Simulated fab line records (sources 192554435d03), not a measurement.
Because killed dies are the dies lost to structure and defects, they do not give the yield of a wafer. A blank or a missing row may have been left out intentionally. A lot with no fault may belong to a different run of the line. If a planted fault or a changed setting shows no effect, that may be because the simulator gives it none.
Which tool was responsible? || flow n5Finfet || 24 lots with 72 wafers sampled at 2 steps, on a route of 1938 steps

WHAT THE GAUGES SHOWED, per wafer
N5_ILD0_INSPECT_06: inspects for defects (darkfield). Usual: 35 for rawDefectCount, sd 16.
{"lot": "L074", "measured": "day 3 18:48", "on": "defectInspect-02", "rawDefectCount": "28 60 41", "flag": ""}
{"lot": "L075", "measured": "day 3 20:56", "on": "defectInspect-02", "rawDefectCount": "22 27 13", "flag": ""}
{"lot": "L076", "measured": "day 4 07:14", "on": "defectInspect-02", "rawDefectCount": "30 32 17", "flag": ""}
{"lot": "L077", "measured": "day 4 09:25", "on": "defectInspect-02", "rawDefectCount": "27 38 16", "flag": ""}
{"lot": "L078", "measured": "day 4 15:47", "on": "defectInspect-01", "rawDefectCount": "24 30 51", "flag": ""}
{"lot": "L079", "measured": "day 4 23:14", "on": "defectInspect-02", "rawDefectCount": "16 31 21", "flag": ""}
{"lot": "L080", "measured": "day 5 08:02", "on": "defectInspect-02", "rawDefectCount": "33 72 43", "flag": ""}
{"lot": "L081", "measured": "day 5 12:02", "on": "defectInspect-01", "rawDefectCount": "24 20 18", "flag": ""}
{"lot": "L082", "measured": "day 5 17:13", "on": "defectInspect-02", "rawDefectCount": "31 34 43", "flag": ""}
{"lot": "L083", "measured": "day 6 00:26", "on": "defectInspect-02", "rawDefectCount": "23 12 7", "flag": ""}
{"lot": "L084", "measured": "day 6 02:35", "on": "defectInspect-02", "rawDefectCount": "44 38 50", "flag": ""}
{"lot": "L085", "measured": "day 6 09:37", "on": "defectInspect-02", "rawDefectCount": "29 24 31", "flag": ""}
{"lot": "L086", "measured": "day 6 17:04", "on": "defectInspect-01", "rawDefectCount": "48 40 23", "flag": ""}
{"lot": "L087", "measured": "day 6 21:50", "on": "defectInspect-02", "rawDefectCount": "24 28 26", "flag": ""}
{"lot": "L088", "measured": "day 7 04:07", "on": "defectInspect-02", "rawDefectCount": "57 67 63", "flag": ""}
{"lot": "L089", "measured": "day 7 13:31", "on": "defectInspect-02", "rawDefectCount": "58 38 28", "flag": ""}
{"lot": "L090", "measured": "day 7 18:05", "on": "defectInspect-01", "rawDefectCount": "47 34 32", "flag": ""}
{"lot": "L091", "measured": "day 7 23:51", "on": "defectInspect-02", "rawDefectCount": "55 55 42", "flag": ""}
{"lot": "L093", "measured": "day 8 12:28", "on": "defectInspect-02", "rawDefectCount": "14 29 30", "flag": ""}
{"lot": "L092", "measured": "day 8 19:10", "on": "defectInspect-01", "rawDefectCount": "53 87 47", "flag": ""}
{"lot": "L094", "measured": "day 8 22:30", "on": "defectInspect-02", "rawDefectCount": "23 49 23", "flag": ""}
{"lot": "L095", "measured": "day 9 02:19", "on": "defectInspect-01", "rawDefectCount": "45 36 48", "flag": ""}
{"lot": "L096", "measured": "day 9 06:17", "on": "defectInspect-01", "rawDefectCount": "35 8 26", "flag": ""}
{"lot": "L097", "measured": "day 9 13:08", "on": "defectInspect-01", "rawDefectCount": "50 34 53", "flag": ""}

WHICH TOOL RAN EACH LOT (tool, then ch and the chambers of the sampled wafers, then the start)
{"lot": "L074", "N5_ILD0_CMP_12": "cmp-04 ch 0,3, day 3 18:29"}
{"lot": "L075", "N5_ILD0_CMP_12": "cmp-01 ch 0,2,3, day 3 20:37"}
{"lot": "L076", "N5_ILD0_CMP_12": "cmp-04 ch 0,3, day 4 06:55"}
{"lot": "L077", "N5_ILD0_CMP_12": "cmp-04 ch 2,3, day 4 09:06"}
{"lot": "L078", "N5_ILD0_CMP_12": "cmp-01 ch 0,2, day 4 15:30"}
{"lot": "L079", "N5_ILD0_CMP_12": "cmp-01 ch 1,3, day 4 22:57"}
{"lot": "L080", "N5_ILD0_CMP_12": "cmp-04 ch 0,1, day 5 07:43"}
{"lot": "L081", "N5_ILD0_CMP_12": "cmp-03 ch 0,1,2, day 5 11:43"}
{"lot": "L082", "N5_ILD0_CMP_12": "cmp-03 ch 1,2,3, day 5 16:56"}
{"lot": "L083", "N5_ILD0_CMP_12": "cmp-01 ch 1,2,3, day 6 00:09"}
{"lot": "L084", "N5_ILD0_CMP_12": "cmp-04 ch 1,2, day 6 02:16"}
{"lot": "L085", "N5_ILD0_CMP_12": "cmp-03 ch 0,1, day 6 09:20"}
{"lot": "L086", "N5_ILD0_CMP_12": "cmp-01 ch 0,2,3, day 6 16:44"}
{"lot": "L087", "N5_ILD0_CMP_12": "cmp-04 ch 0,2, day 6 21:34"}
{"lot": "L088", "N5_ILD0_CMP_12": "cmp-04 ch 1,2,3, day 7 03:48"}
{"lot": "L089", "N5_ILD0_CMP_12": "cmp-04 ch 2,3, day 7 13:12"}
{"lot": "L090", "N5_ILD0_CMP_12": "cmp-01 ch 0,2,3, day 7 17:48"}
{"lot": "L091", "N5_ILD0_CMP_12": "cmp-04 ch 0,1,3, day 7 23:36"}
{"lot": "L093", "N5_ILD0_CMP_12": "cmp-04 ch 0,1,3, day 8 12:13"}
{"lot": "L092", "N5_ILD0_CMP_12": "cmp-03 ch 0,1,3, day 8 18:51"}
{"lot": "L094", "N5_ILD0_CMP_12": "cmp-04 ch 0,3, day 8 22:11"}
{"lot": "L095", "N5_ILD0_CMP_12": "cmp-03 ch 1,3, day 9 02:02"}
{"lot": "L096", "N5_ILD0_CMP_12": "cmp-04 ch 2,3, day 9 06:01"}
{"lot": "L097", "N5_ILD0_CMP_12": "cmp-01 ch 1,2, day 9 12:51"}
- N5_ILD0_CMP_12: polishes SiNx, stops on poly-Si, t overpolish 6 s, target thk 17.67 nm.

WHAT THE TOOLS THEMSELVES READ (means of the sampled wafers that have a number; where no wafer has one, the mark that the record gives instead)
N5_ILD0_CMP_12. Usual: motorCurrentA 9.2 A, standard deviation 0.78; overpolishRunS 5.999 s, standard deviation 0.01; padLifeWafers 945, standard deviation 510; timeToEndpointS 29.5 s, standard deviation 2.6.
{"lot": "L074", "tool": "cmp-04", "motorCurrentA (A)": 8.7, "overpolishRunS (s)": 5.995, "padLifeWafers": 60, "timeToEndpointS (s)": 28.2, "flag": ""}
{"lot": "L075", "tool": "cmp-01", "motorCurrentA (A)": 9.8, "overpolishRunS (s)": 5.995, "padLifeWafers": 968, "timeToEndpointS (s)": 27.4, "flag": ""}
{"lot": "L076", "tool": "cmp-04", "motorCurrentA (A)": 8.9, "overpolishRunS (s)": 5.991, "padLifeWafers": 150, "timeToEndpointS (s)": 28.9, "flag": ""}
{"lot": "L077", "tool": "cmp-04", "motorCurrentA (A)": 9.7, "overpolishRunS (s)": 5.996, "padLifeWafers": 182, "timeToEndpointS (s)": 29.3, "flag": ""}
{"lot": "L078", "tool": "cmp-01", "motorCurrentA (A)": 10.1, "overpolishRunS (s)": 6.007, "padLifeWafers": 1136, "timeToEndpointS (s)": 27.8, "flag": ""}
{"lot": "L079", "tool": "cmp-01", "motorCurrentA (A)": 9.2, "overpolishRunS (s)": 5.997, "padLifeWafers": 1196, "timeToEndpointS (s)": 29.5, "flag": ""}
{"lot": "L080", "tool": "cmp-04", "motorCurrentA (A)": 8.7, "overpolishRunS (s)": 5.993, "padLifeWafers": 398, "timeToEndpointS (s)": 29.7, "flag": ""}
{"lot": "L081", "tool": "cmp-03", "motorCurrentA (A)": 9.1, "overpolishRunS (s)": 6.003, "padLifeWafers": 1087, "timeToEndpointS (s)": 29.6, "flag": ""}
{"lot": "L082", "tool": "cmp-03", "motorCurrentA (A)": 9.2, "overpolishRunS (s)": 6.005, "padLifeWafers": 1130, "timeToEndpointS (s)": 32.7, "flag": ""}
{"lot": "L083", "tool": "cmp-01", "motorCurrentA (A)": 9.2, "overpolishRunS (s)": 5.997, "padLifeWafers": 1412, "timeToEndpointS (s)": 28.0, "flag": ""}
{"lot": "L084", "tool": "cmp-04", "motorCurrentA (A)": 9.2, "overpolishRunS (s)": 5.994, "padLifeWafers": 540, "timeToEndpointS (s)": 28.4, "flag": ""}
{"lot": "L085", "tool": "cmp-03", "motorCurrentA (A)": 8.4, "overpolishRunS (s)": 5.989, "padLifeWafers": 1231, "timeToEndpointS (s)": 29.3, "flag": ""}
{"lot": "L086", "tool": "cmp-01", "motorCurrentA (A)": 9.7, "overpolishRunS (s)": 5.994, "padLifeWafers": 1537, "timeToEndpointS (s)": 25.9, "flag": ""}
{"lot": "L087", "tool": "cmp-04", "motorCurrentA (A)": 9.4, "overpolishRunS (s)": 5.999, "padLifeWafers": 704, "timeToEndpointS (s)": 29.1, "flag": ""}
{"lot": "L088", "tool": "cmp-04", "motorCurrentA (A)": 9.1, "overpolishRunS (s)": 6.006, "padLifeWafers": 751, "timeToEndpointS (s)": 32.2, "flag": ""}
{"lot": "L089", "tool": "cmp-04", "motorCurrentA (A)": 9.5, "overpolishRunS (s)": 5.994, "padLifeWafers": 830, "timeToEndpointS (s)": 30.2, "flag": ""}
{"lot": "L090", "tool": "cmp-01", "motorCurrentA (A)": 9.6, "overpolishRunS (s)": 5.988, "padLifeWafers": 1760, "timeToEndpointS (s)": 24.6, "flag": ""}
{"lot": "L091", "tool": "cmp-04", "motorCurrentA (A)": 9.1, "overpolishRunS (s)": 6.003, "padLifeWafers": 896, "timeToEndpointS (s)": 30.7, "flag": ""}
{"lot": "L093", "tool": "cmp-04", "motorCurrentA (A)": 9.0, "overpolishRunS (s)": 6.001, "padLifeWafers": 986, "timeToEndpointS (s)": 31.4, "flag": ""}
{"lot": "L092", "tool": "cmp-03", "motorCurrentA (A)": 8.8, "overpolishRunS (s)": 5.995, "padLifeWafers": 1706, "timeToEndpointS (s)": 32.6, "flag": ""}
{"lot": "L094", "tool": "cmp-04", "motorCurrentA (A)": 9.2, "overpolishRunS (s)": 6.002, "padLifeWafers": 1074, "timeToEndpointS (s)": 27.8, "flag": ""}
{"lot": "L095", "tool": "cmp-03", "motorCurrentA (A)": 9.0, "overpolishRunS (s)": 5.989, "padLifeWafers": 1766, "timeToEndpointS (s)": 30.7, "flag": ""}
{"lot": "L096", "tool": "cmp-04", "motorCurrentA (A)": 9.8, "overpolishRunS (s)": 5.994, "padLifeWafers": 1148, "timeToEndpointS (s)": 31.9, "flag": ""}
{"lot": "L097", "tool": "cmp-01", "motorCurrentA (A)": 8.5, "overpolishRunS (s)": 6.008, "padLifeWafers": 38, "timeToEndpointS (s)": 28.7, "flag": ""}

THE ANSWER, worked out from the rows above alone
Rule: a lot counts as off when the mean over its wafers that have a number is more than 3 standard deviations away from the usual mean. Also off: a lot with no number at a reading for which 4 or more lots have one. Where the step has rows for the other lots, those lots are counted as sound. First the gauges in route order, then the tools' own readings, where a lot's mean is used as printed above. The first step at which some lot is off is used, and at that step the reading that is off furthest; a lot without a number counts as furthest.
None of the lots is off at any reading shown; this tells nothing.

WHAT THE SIMULATOR HAD PUT IN
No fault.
